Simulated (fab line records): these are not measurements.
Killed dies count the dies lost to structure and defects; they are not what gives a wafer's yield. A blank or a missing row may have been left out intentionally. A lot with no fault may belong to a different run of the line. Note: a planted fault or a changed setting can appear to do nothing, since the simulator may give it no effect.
Chamber matching    flow nand harc    NHARC_A_STAIRCASE_DESCUM_11 on rie diel-13: 4 sister chambers
The step chemistry O2, time 3 s. 4 wafers are shown with their chamber, then 8 later ones without.

== WAFERS WITH THEIR CHAMBER ==
wafer   chamber  showerhead plenum p Torr (Torr)
L230.6  0        1.90
L237.1  1        2.04
L237.5  3        1.89
L240.2  2        1.81

== WAFERS WITH NO CHAMBER GIVEN ==
wafer   showerhead plenum p Torr (Torr)
L240.3  1.89
L240.5  1.89
L241.3  2.04
L241.4  1.80
L241.5  1.89
L243.2  2.03
L243.3  1.89
L243.5  2.03

== WHICH CHAMBER EACH ONE RAN IN ==
wafer   from the rows above      in truth
L240.3  can't be placed: 3 or 0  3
L240.5  can't be placed: 3 or 0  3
L241.3  1                        1
L241.4  2                        2
L241.5  can't be placed: 3 or 0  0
L243.2  1                        1
L243.3  can't be placed: 3 or 0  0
L243.5  1                        1
Placed correctly: 4 of 8. Not placeable from these rows: 4 (in 4, the candidates include the true chamber). 0 placed wrongly.
How it was worked out, from the rows above alone: a wafer's distance from a chamber is the root of the sum, over the readings, of the square of ((its reading less the chamber's mean) divided by the reading's scatter). If the next closest chamber is less than 2 further off than the closest, the wafer can't be placed; otherwise it belongs to the closest. A chamber's mean is the mean of its shown wafers. The scatter: with one shown wafer a chamber, the root of the mean of the squares of how far each hidden wafer lies from its nearest shown one.
